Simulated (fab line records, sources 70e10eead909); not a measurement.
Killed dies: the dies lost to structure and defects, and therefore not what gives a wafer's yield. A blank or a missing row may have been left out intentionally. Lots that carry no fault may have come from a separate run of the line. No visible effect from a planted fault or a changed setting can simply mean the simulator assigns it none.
fab line records | flow nand-harc
record lots=12 | wafers=36 | last-day=24
route steps=1159 shown A_STAIRCASE@618 END@1159
lots with no fault: from the same line, run without faults
start-h: the number of hours between the record's first day and the start of the first shown wafer of the lot | wait-h: hours since the lot's step before | " identical to the entry in the row above | L1.1+2: a single row standing in for several wafers | - no value present, or no start provided | * or withheld: withheld | < > ~ a bound
route shown NAME@n: NAME is a module with steps in the file, n the number in the route of the first one | usual: mean and standard deviation over wafers with no fault | same: alike in all rows | chamber/n: place in a boat | sites: per-site readings | _std_site: the values' standard deviation | _edge_site: the outer-site mean with the inner-site mean subtracted | radius-mm: for every site, how far away it sits from the centre of the wafer | mask NAME#n: copy n | behind: the tool/chamber that last shaped the wafer | hold: why the lot was held/for how many hours/how that ended | device: the n, p or np transistor that did not switch | end of line: at the end of the route, the tests of the same wafers | where a step has no rows: the recipe by itself | killed: count of dies lost to structure and defects at first sort (not the wafer's yield) | map: the dies of a wafer, with x for killed, . for not killed, _ for no die there
set.NAME: setting as actually run; set.NAME@STEP: the setting as run at that earlier step | model.NAME: the simulator's own value behind a step, which no gauge read
the route's steps for a sample of lots (tables are steps, rows are wafers)
services: from which hour (start-h, from the record's first day; less than 0 if before it) a tool's chamber was out of use, for how many hours, and why
## steps
# step NHARC_A_STAIRCASE_TRIM_224
# recipe time-s=211.2 | o2-flow-sccm=500 | ar-flow-sccm=0 | bias-w=0 | chemistry=O2
# usual chamber-pressure-mTorr=60.00/0.055 | drypump-motor-current-A=5.8/0.35 | mfc-ar-sccm=0.006/0.009 | oes-product-au=1.002/0.0093 | rf-vpp-V=57.7/0.86 | showerhead-plenum-p-Torr=3.53/0.14 | throttle-valve-pct=17.036/0.0095
lot.wafer | tool        | chamber | start-h | wait-h | chamber-pressure-mTorr | drypump-motor-current-A | mfc-ar-sccm | oes-product-au | rf-hours-counter-h | rf-vpp-V | showerhead-plenum-p-Torr | throttle-valve-pct
L845.1    | rie-diel-03 | 0       | -       | -      | 60.02                  | 5.9                     | 0.013       | 1.007          | 10                 | 57.0     | 3.53                     | 17.056
L845.2    | "           | 2       | "       | "      | 60.02                  | 5.9                     | 0.023       | 0.998          | 8                  | 56.8     | 3.67                     | 17.027
L845.5    | "           | 0       | "       | "      | 60.03                  | 5.9                     | 0.013       | 1.001          | -                  | 57.9     | 3.53                     | 17.041
L844.4    | rie-diel-11 | 2       | -       | -      | 60.01                  | 5.4                     | 0           | 1.014          | 21                 | 57.8     | 3.68                     | 17.025
L844.6    | "           | 0       | "       | "      | 59.97                  | 6.1                     | 0           | 1.007          | -                  | 57.7     | 3.57                     | 17.036
L844.5    | "           | 1       | "       | "      | 60.04                  | 5.8                     | 0           | 1.000          | -                  | 58.0     | 3.57                     | 17.025
L857.4    | rie-diel-03 | 1       | -       | -      | 59.97                  | 5.7                     | 0.023       | 1.004          | 30                 | 57.6     | 3.55                     | 17.036
L857.6    | "           | 3       | "       | "      | 59.98                  | 5.7                     | 0           | 0.991          | -                  | 57.5     | 3.38                     | 17.056
L857.5    | "           | 0       | "       | "      | 59.97                  | 5.9                     | 0.013       | 1.003          | -                  | 58.4     | 3.52                     | 17.039
L855.4    | rie-diel-11 | 2       | -       | -      | 59.98                  | 5.4                     | 0           | 1.013          | 50                 | 57.8     | 3.67                     | 17.048
L855.1    | "           | 3       | "       | "      | 60.07                  | 5.5                     | 0.012       | 1.001          | 51                 | 57.5     | 3.57                     | 17.042
L855.5    | "           | 1       | "       | "      | 60.04                  | 5.9                     | 0           | 0.997          | -                  | 58.1     | 3.56                     | 17.024
L858.1    | rie-diel-11 | 3       | -       | -      | 59.89                  | 5.5                     | 0.012       | 1.000          | 55                 | 57.1     | 3.57                     | 17.047
L858.2    | "           | 1       | "       | "      | 60.01                  | 5.9                     | 0           | 1.008          | 50                 | 57.1     | 3.56                     | 17.026
L858.5    | "           | 0       | "       | "      | 60.05                  | 6.1                     | 0           | 1.010          | -                  | 56.9     | 3.55                     | 17.034
L859.2    | rie-diel-03 | 1       | -       | -      | 60.06                  | 5.6                     | 0.023       | 1.015          | 39                 | 58.0     | 3.54                     | 17.036
L859.1    | "           | 2       | "       | "      | 60.01                  | 5.9                     | 0.023       | 0.995          | 42                 | 56.9     | 3.65                     | 17.018
L859.4    | "           | 3       | "       | "      | 60.02                  | 5.7                     | 0           | 0.984          | 45                 | 57.9     | 3.38                     | 17.033
L856.2    | rie-diel-03 | 3       | -       | -      | 59.95                  | 5.7                     | 0           | 0.987          | 46                 | 56.2     | 3.38                     | 17.028
L856.4    | "           | 1       | "       | "      | 60.02                  | 5.7                     | 0.023       | 1.008          | 40                 | 57.7     | 3.54                     | 17.041
L856.1    | "           | 2       | "       | "      | 59.98                  | 5.9                     | 0.023       | 0.983          | 43                 | 58.5     | 3.65                     | 17.026
L860.3    | rie-diel-03 | 2       | -       | -      | 60.04                  | 5.9                     | 0.023       | 1.000          | 44                 | 59.5     | 3.65                     | 17.054
L860.2    | "           | 1       | "       | "      | 60.07                  | 5.7                     | 0.023       | 1.010          | 41                 | 57.7     | 3.54                     | 17.026
L860.6    | "           | 3       | "       | "      | 59.94                  | 5.7                     | 0           | 0.994          | -                  | 56.4     | 3.37                     | 17.047
L861.3    | rie-diel-02 | 1       | -       | -      | 60.01                  | 5.1                     | 0           | 0.993          | 7                  | 59.3     | 3.80                     | 17.040
L861.1    | "           | 2       | "       | "      | 59.94                  | 5.7                     | 0           | 1.014          | 7                  | 57.0     | 3.43                     | 17.061
L861.4    | "           | 3       | "       | "      | 59.96                  | 6.5                     | 0           | 1.000          | 7                  | 58.3     | 3.80                     | 17.028
L862.3    | rie-diel-11 | 0       | -       | -      | 60.06                  | 6.1                     | 0           | 0.994          | 50                 | 56.9     | 3.55                     | 17.035
L862.6    | "           | 0       | "       | "      | 60.07                  | 6.1                     | 0           | 0.994          | -                  | 57.1     | 3.55                     | 17.039
L862.5    | "           | 1       | "       | "      | 60.06                  | 5.8                     | 0           | 0.990          | -                  | 58.4     | 3.55                     | 17.032
L863.2    | rie-diel-02 | 3       | -       | -      | 59.97                  | 6.5                     | 0           | 1.002          | 10                 | 58.1     | 3.80                     | 17.026
L863.1    | "           | 1       | "       | "      | 59.98                  | 5.1                     | 0           | 1.000          | 10                 | 59.0     | 3.80                     | 17.032
L863.6    | "           | 3       | "       | "      | 59.98                  | 6.4                     | 0           | 1.006          | -                  | 58.8     | 3.80                     | 17.046
L865.2    | rie-diel-11 | 2       | -       | -      | 59.95                  | 5.4                     | 0           | 1.005          | 3                  | 57.8     | 3.66                     | 17.041
L865.1    | "           | 3       | "       | "      | 59.95                  | 5.5                     | 0.012       | 1.002          | 2                  | 57.6     | 3.56                     | 17.021
L865.4    | "           | 0       | "       | "      | 59.99                  | 6.1                     | 0           | 1.015          | 2                  | 56.8     | 3.55                     | 17.051
# step NHARC_A_STAIRCASE_HM_DEP_456
# recipe target-thk-a=15000 | temp-c=400 | material=aC
# usual throttle-valve-pct=34.999/0.009
lot.wafer | tool       | chamber | start-h | wait-h | throttle-valve-pct
L845.1    | acl-dep-01 | 0       | 254.93  | -      | 35.000
L845.2    | "          | 0       | "       | "      | 35.002
L845.5    | "          | 0       | "       | "      | 35.001
L845.1    | acl-dep-03 | 0       | 257.30  | 2.1    | 34.998
L845.2    | "          | 0       | "       | "      | 34.993
L845.5    | "          | 0       | "       | "      | 35.007
L844.4    | acl-dep-02 | 0       | 256.73  | -      | 35.016
L844.5    | "          | 0       | "       | "      | 34.980
L844.6    | "          | 0       | "       | "      | 35.001
L844.4    | acl-dep-02 | 0       | 259.16  | 2.1    | 34.997
L844.5    | "          | 0       | "       | "      | 34.986
L844.6    | "          | 0       | "       | "      | 35.001
L857.4    | acl-dep-02 | 0       | 328.51  | -      | 34.996
L857.5    | "          | 0       | "       | "      | 35.000
L857.6    | "          | 0       | "       | "      | 35.006
L855.1    | acl-dep-01 | 0       | 339.35  | -      | 34.998
L855.4    | "          | 0       | "       | "      | 34.999
L855.5    | "          | 0       | "       | "      | 34.995
L858.1    | acl-dep-01 | 0       | 347.38  | -      | 34.999
L858.2    | "          | 0       | "       | "      | 35.011
L858.5    | "          | 0       | "       | "      | 34.974
L859.1    | acl-dep-03 | 0       | 347.70  | -      | 34.996
L859.2    | "          | 0       | "       | "      | 34.995
L859.4    | "          | 0       | "       | "      | 35.000
L856.1    | acl-dep-03 | 0       | 349.54  | -      | 35.010
L856.2    | "          | 0       | "       | "      | 35.002
L856.4    | "          | 0       | "       | "      | 35.002
L860.2    | acl-dep-03 | 0       | 351.67  | -      | 34.991
L860.3    | "          | 0       | "       | "      | 35.000
L860.6    | "          | 0       | "       | "      | 34.990
L861.1    | acl-dep-03 | 0       | 360.49  | -      | 34.989
L861.3    | "          | 0       | "       | "      | 35.008
L861.4    | "          | 0       | "       | "      | 35.008
L862.3    | acl-dep-01 | 0       | 362.54  | -      | 35.003
L862.5    | "          | 0       | "       | "      | 34.995
L862.6    | "          | 0       | "       | "      | 35.003
L863.1    | acl-dep-02 | 0       | 368.71  | -      | 35.008
L863.2    | "          | 0       | "       | "      | 35.012
L863.6    | "          | 0       | 370.28  | -      | 35.003
L865.1    | acl-dep-02 | 0       | 387.40  | -      | 35.007
L865.2    | "          | 0       | "       | "      | 34.993
L865.4    | "          | 0       | "       | "      | 35.007
# step NHARC_A_STAIRCASE_DEP_259
# recipe target-thk-a=300 | target-thk-nm=30 | temp-c=400 | pressure-torr=3.5 | flow-sccm=200 | rf-w=350 | material=SiON
# usual heater-power-w=731/100 | rf-fwd-power-W=348.4/1.1
lot.wafer | tool     | chamber | start-h | wait-h | heater-power-w | rf-fwd-power-W
L845.2    | pecvd-03 | 2       | 259.15  | 1.2    | 575            | 349.9
L845.1    | "        | 0       | "       | "      | 930            | 349.4
L845.5    | "        | 2       | "       | "      | 581            | 349.7
L844.5    | pecvd-03 | 2       | 260.21  | 0.4    | 621            | 349.3
L844.4    | "        | 0       | "       | "      | 970            | 350.1
L844.6    | "        | 1       | "       | "      | 601            | 350.1
L857.6    | pecvd-01 | 2       | 329.52  | 0.1    | 710            | 347.8
L857.5    | "        | 0       | "       | "      | 870            | 349.5
L857.4    | "        | 1       | "       | "      | 723            | 348.4
L855.1    | pecvd-01 | 0       | 341.20  | 1.5    | 902            | 349.3
L855.5    | "        | 0       | "       | "      | 898            | 349.0
L855.4    | "        | 2       | "       | "      | 714            | 347.4
L858.1    | pecvd-03 | 2       | 349.77  | 2.1    | 540            | 350.2
L858.2    | "        | 0       | "       | "      | 858            | 348.6
L858.5    | "        | 2       | "       | "      | 529            | 348.5
L859.1    | pecvd-02 | 1       | 349.78  | 1.8    | 639            | 348.3
L859.2    | "        | 0       | "       | "      | 690            | 348.0
L859.4    | "        | 0       | "       | "      | 701            | 348.5
L856.2    | pecvd-01 | 1       | 351.41  | 1.3    | 747            | 349.0
L856.1    | "        | 2       | "       | "      | 829            | 347.2
L856.4    | "        | 1       | "       | "      | 733            | 348.5
L860.2    | pecvd-01 | 1       | 353.24  | 1.3    | 742            | 346.4
L860.3    | "        | 2       | "       | "      | 838            | 348.8
L860.6    | "        | 1       | "       | "      | 756            | 347.3
L861.1    | pecvd-03 | 0       | 362.38  | 1.6    | 802            | 349.1
L861.3    | "        | 1       | "       | "      | 671            | 349.6
L861.4    | "        | 0       | "       | "      | 808            | 347.5
L862.3    | pecvd-03 | 0       | 363.80  | 1.0    | 807            | 348.1
L862.5    | "        | 0       | "       | "      | 794            | 348.6
L862.6    | "        | 1       | "       | "      | 744            | 350.0
L863.1    | pecvd-02 | 0       | 370.64  | 1.6    | 723            | 348.5
L863.2    | "        | 1       | "       | "      | 653            | 348.6
L863.6    | "        | 2       | "       | "      | 639            | 350.1
L865.1    | pecvd-02 | 2       | 389.27  | 1.6    | 714            | 348.6
L865.2    | "        | 0       | "       | "      | 706            | 349.1
L865.4    | "        | 2       | "       | "      | 725            | 349.3
# step NHARC_A_STAIRCASE_HM_OPEN_460
# recipe o2-flow-sccm=400 | cos-flow-sccm=20 | ar-flow-sccm=0 | rf-w=500 | bias-w=300 | chemistry=O2/COS
# usual chamber-pressure-mTorr=19.998/0.021 | drypump-motor-current-A=5.8/0.39 | mfc-ar-sccm=0.005/0.0083 | oes-product-au=1.001/0.01 | rf-fwd-power-W=499.0/1.4 | rf-vpp-V=467.2/2.8 | showerhead-plenum-p-Torr=3.12/0.13 | throttle-valve-pct=28.329/0.01
lot.wafer | tool        | chamber | start-h | wait-h | chamber-pressure-mTorr | drypump-motor-current-A | mfc-ar-sccm | oes-product-au | rf-fwd-power-W | rf-hours-counter-h | rf-vpp-V | showerhead-plenum-p-Torr | throttle-valve-pct
L845.1    | rie-diel-02 | 0       | -       | -      | 19.987                 | 6.3                     | 0           | 0.986          | 498.8          | 32                 | 466.0    | 3.04                     | 28.332
L845.2    | "           | 2       | "       | "      | 20.008                 | 5.7                     | 0           | 1.003          | 498.4          | 36                 | 466.1    | 3.05                     | 28.339
L845.5    | "           | 0       | "       | "      | 20.030                 | 6.2                     | 0           | 0.982          | 499.8          | -                  | 467.4    | 3.04                     | 28.321
L844.4    | rie-diel-11 | 3       | -       | -      | 19.985                 | 5.5                     | 0.012       | 1.009          | 498.2          | 23                 | 467.6    | 3.17                     | 28.333
L844.5    | "           | 0       | "       | "      | 20.023                 | 6.1                     | 0           | 0.995          | 500.3          | -                  | 469.8    | 3.16                     | 28.334
L844.6    | "           | 1       | "       | "      | 19.967                 | 5.8                     | 0           | 0.989          | 495.8          | -                  | 468.4    | 3.16                     | 28.330
L857.4    | rie-diel-11 | 1       | -       | -      | 20.003                 | 5.8                     | 0           | 1.012          | 499.5          | 44                 | 468.3    | 3.15                     | 28.323
L857.5    | "           | 0       | "       | "      | 20.010                 | 6.1                     | 0           | 1.004          | 499.3          | -                  | 467.4    | 3.15                     | 28.315
L857.6    | "           | 1       | "       | "      | 20.014                 | 5.8                     | 0           | 1.000          | 498.3          | -                  | 467.8    | 3.15                     | 28.335
L855.1    | rie-diel-02 | 1       | -       | -      | 19.979                 | 5.1                     | 0           | 0.997          | 498.1          | 1                  | 472.2    | 3.37                     | 28.331
L855.4    | "           | 3       | "       | "      | 20.005                 | 6.5                     | 0           | 1.000          | 499.6          | 2                  | 472.6    | 3.37                     | 28.330
L855.5    | "           | 2       | "       | "      | 20.007                 | 5.7                     | 0           | 1.006          | 498.4          | -                  | 465.4    | 3.03                     | 28.333
L859.1    | rie-diel-02 | 1       | -       | -      | 19.992                 | 5.1                     | 0           | 1.009          | 498.5          | 4                  | 472.6    | 3.37                     | 28.314
L859.4    | "           | 2       | "       | "      | 20.021                 | 5.7                     | 0           | 1.004          | 499.6          | 5                  | 466.3    | 3.03                     | 28.333
L859.2    | "           | 3       | "       | "      | 20.008                 | 6.5                     | 0           | 1.001          | 499.2          | 5                  | 472.3    | 3.37                     | 28.314
L858.1    | rie-diel-02 | 1       | -       | -      | 20.020                 | 5.1                     | 0           | 0.998          | 497.6          | 4                  | 471.9    | 3.37                     | 28.330
L858.2    | "           | 0       | "       | "      | 19.995                 | 6.3                     | 0           | 1.000          | 498.3          | 4                  | 465.2    | 3.03                     | 28.336
L858.5    | "           | 2       | "       | "      | 19.970                 | 5.7                     | 0           | 1.008          | 498.3          | -                  | 465.9    | 3.03                     | 28.325
L856.4    | rie-diel-03 | 3       | -       | -      | 20.008                 | 5.7                     | 0           | 1.000          | 499.4          | 49                 | 465.2    | 2.98                     | 28.337
L856.2    | "           | 1       | "       | "      | 19.950                 | 5.7                     | 0.023       | 1.003          | 501.0          | 43                 | 468.5    | 3.13                     | 28.344
L856.1    | "           | 2       | "       | "      | 19.944                 | 5.9                     | 0.023       | 0.990          | 498.2          | 46                 | 470.1    | 3.23                     | 28.326
L860.3    | rie-diel-03 | 2       | -       | -      | 19.984                 | 5.9                     | 0.023       | 0.987          | 497.9          | 47                 | 469.1    | 3.23                     | 28.333
L860.2    | "           | 0       | "       | "      | 20.007                 | 5.9                     | 0.013       | 1.009          | 497.9          | 46                 | 468.3    | 3.11                     | 28.319
L860.6    | "           | 2       | "       | "      | 19.991                 | 5.9                     | 0.023       | 0.986          | 499.4          | -                  | 470.9    | 3.23                     | 28.326
L861.1    | rie-diel-11 | 3       | -       | -      | 20.002                 | 5.5                     | 0.012       | 0.988          | 500.1          | 64                 | 467.1    | 3.15                     | 28.345
L861.4    | "           | 0       | "       | "      | 19.976                 | 6.1                     | 0           | 0.997          | 498.2          | 54                 | 468.4    | 3.14                     | 28.335
L861.3    | "           | 2       | "       | "      | 20.033                 | 5.4                     | 0           | 1.012          | 499.8          | 63                 | 469.9    | 3.24                     | 28.333
L862.3    | rie-diel-02 | 2       | -       | -      | 19.965                 | 5.6                     | 0           | 1.026          | 498.1          | 12                 | 463.6    | 3.03                     | 28.328
L862.5    | "           | 3       | "       | "      | 20.037                 | 6.5                     | 0           | 1.009          | 498.1          | -                  | 472.8    | 3.37                     | 28.317
L862.6    | "           | 0       | "       | "      | 19.988                 | 6.3                     | 0           | 0.994          | 498.8          | -                  | 464.6    | 3.02                     | 28.334
L863.1    | rie-diel-03 | 1       | -       | -      | 20.011                 | 5.6                     | 0.023       | 1.002          | 498.4          | 48                 | 468.3    | 3.13                     | 28.322
L863.2    | "           | 3       | "       | "      | 20.024                 | 5.8                     | 0           | 0.981          | 501.2          | 53                 | 464.8    | 2.98                     | 28.323
L863.6    | "           | 1       | "       | "      | 19.993                 | 5.7                     | 0.023       | 0.994          | 499.7          | -                  | 466.6    | 3.13                     | 28.341
L865.1    | rie-diel-11 | 0       | -       | -      | 20.007                 | 6.1                     | 0           | 1.012          | 499.3          | 5                  | 467.5    | 3.14                     | 28.339
L865.2    | "           | 1       | "       | "      | 20.007                 | 5.9                     | 0           | 1.001          | 498.9          | 6                  | 467.4    | 3.14                     | 28.332
L865.4    | "           | 2       | "       | "      | 19.946                 | 5.4                     | 0           | 0.999          | 498.5          | 6                  | 470.3    | 3.24                     | 28.327
# step NHARC_END_SORT_01
# recipe temp-c=25
# usual killed-at-array=28/11 | killed-at-other=0.5/0.85 | killed-at-periphery=2.7/1.9 | killed-dies=32/12 | killed-open=3.3/1.6 | killed-short=2.1/1.5
# same gross-dies=677
lot.wafer | tool      | chamber | start-h | wait-h | killed-at-array | killed-at-other | killed-at-periphery | killed-dies | killed-open | killed-short
L845.5    | prober-01 | 0       | 460.28  | 3.7    | 28              | 0               | 4                   | 32          | 2           | 2
# killed by level:class
L845.5 A_CHANNEL_HOLE_D1:chamber-film-flake=14 A_SLIT:chamber-film-flake=9 P_CONTACT:geometric-particle:short=1 P_CONTACT:geometric-particle:open=1 A_ONON_D1:geometric-particle:short=1 A_CONTACT:geometric-particle:open=1 P_ZERO_WELL:chamber-film-flake=1 P_M0:chamber-film-flake=1
## services
tool        | chamber | start-h | hours | kind
rie-diel-03 | 2       | 233.58  | 4.2   | repair
pecvd-01    | -       | 237.00  | 13.0  | pm
rie-diel-11 | 0       | 250.85  | -     | clean
rie-diel-11 | 1       | 250.85  | -     | clean
rie-diel-11 | 2       | 250.85  | -     | clean
rie-diel-11 | 3       | 250.85  | -     | clean
rie-diel-03 | 0       | 259.93  | 7.7   | repair
pecvd-03    | -       | 264.44  | 0.4   | repair
rie-diel-03 | 1       | 267.17  | 12.7  | repair
rie-diel-11 | -       | 272.47  | 0.4   | repair
rie-diel-11 | 0       | 275.35  | -     | clean
rie-diel-11 | 1       | 275.35  | -     | clean
rie-diel-11 | 2       | 275.35  | -     | clean
rie-diel-11 | 3       | 275.35  | -     | clean
pecvd-03    | -       | 292.41  | 13.0  | pm
acl-dep-01  | -       | 295.47  | 13.0  | pm
pecvd-01    | -       | 318.23  | 4.8   | repair
rie-diel-02 | -       | 328.06  | 9.0   | pm
pecvd-02    | -       | 334.45  | 13.0  | pm
rie-diel-11 | -       | 339.93  | 0.7   | repair
acl-dep-02  | -       | 351.95  | 13.0  | pm
pecvd-01    | 2       | 361.15  | 11.4  | repair
rie-diel-03 | 1       | 362.93  | 8.5   | repair
rie-diel-11 | -       | 368.53  | 9.0   | pm
## key
first-sign step=NHARC_A_STAIRCASE_HM_DEP_456 | reading=visit | direction=added
effect none on later readings
met-at NHARC_A_STAIRCASE_HM_DEP_456
struck-lots L844,L845
tester-left-out L844,L845
not-acting-at NHARC_A_STAIRCASE_TRIM_224,NHARC_A_STAIRCASE_DEP_259,NHARC_A_STAIRCASE_HM_OPEN_460
fault kind=repeated-step-whole | tool=acl-dep-01,acl-dep-02,acl-dep-03 | chamber=- | onset-h=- | steps=NHARC_A_STAIRCASE_HM_DEP_456 | times=1 | scope=struck-lots-only
# tester-left-out: of these lots the tester's yield and bins aren't shown, on N5 and GAA mostly nor the transistor test; their killed dies are dies lost to structure and defects alone, not to doping, threshold or leakage, so they don't give the yield
